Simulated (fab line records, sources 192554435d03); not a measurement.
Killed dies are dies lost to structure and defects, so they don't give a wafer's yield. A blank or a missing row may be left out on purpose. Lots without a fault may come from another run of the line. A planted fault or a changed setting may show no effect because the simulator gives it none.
Chamber matching | flow n5_finfet | N5_MIM_TOP_ALD_00 on ald_hk-01: 4 sister chambers
The step deposits Al2O3, purge time 3 s, co reactant pulse time 3 s. 8 wafers are shown with their chamber, then 9 later ones without.

WAFERS WITH THEIR CHAMBER
wafer  | chamber | precursor_pulse_height_rel
L076.3 | 2       | 1.061
L081.3 | 1       | 1.043
L084.4 | 1       | 0.991
L088.2 | 2       | 0.953
L088.5 | 3       | 0.965
L089.4 | 0       | 1.002
L089.5 | 0       | 1.014
L089.6 | 3       | 0.981

WAFERS WITHOUT THEIR CHAMBER
wafer  | precursor_pulse_height_rel
L094.1 | 1.015
L094.5 | 1.006
L094.6 | 1.021
L092.2 | 1.006
L092.3 | 1.004
L092.6 | 0.992
L095.1 | 0.958
L095.4 | 0.962
L095.5 | 0.988

WHICH CHAMBER EACH WENT THROUGH
wafer  | from the rows above               | in truth
L094.1 | can't be placed: 1 or 0 or 2 or 3 | 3
L094.5 | can't be placed: 2 or 0 or 1 or 3 | 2
L094.6 | can't be placed: 1 or 0 or 2 or 3 | 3
L092.2 | can't be placed: 2 or 0 or 1 or 3 | 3
L092.3 | can't be placed: 2 or 0 or 1 or 3 | 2
L092.6 | can't be placed: 2 or 0 or 3 or 1 | 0
L095.1 | can't be placed: 3 or 2 or 0 or 1 | 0
L095.4 | can't be placed: 3 or 2 or 0 or 1 | 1
L095.5 | can't be placed: 3 or 2 or 0 or 1 | 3
Placed correctly: 0 of 9. Can't be placed from these rows: 9 (the true chamber is among the candidates in 9). Placed wrongly: 0.
How it was worked out, from the rows above alone: a wafer's distance from a chamber is the root of the sum, over the readings, of the square of ((its reading less the chamber's mean) divided by the reading's scatter). The wafer belongs to the nearest chamber; if the next one is less than 2 further off, it can't be placed. A chamber's mean is the mean of its shown wafers. The scatter: the root of (the sum of the squares of (reading less its chamber's mean) over the shown wafers, divided by (wafers less chambers)).
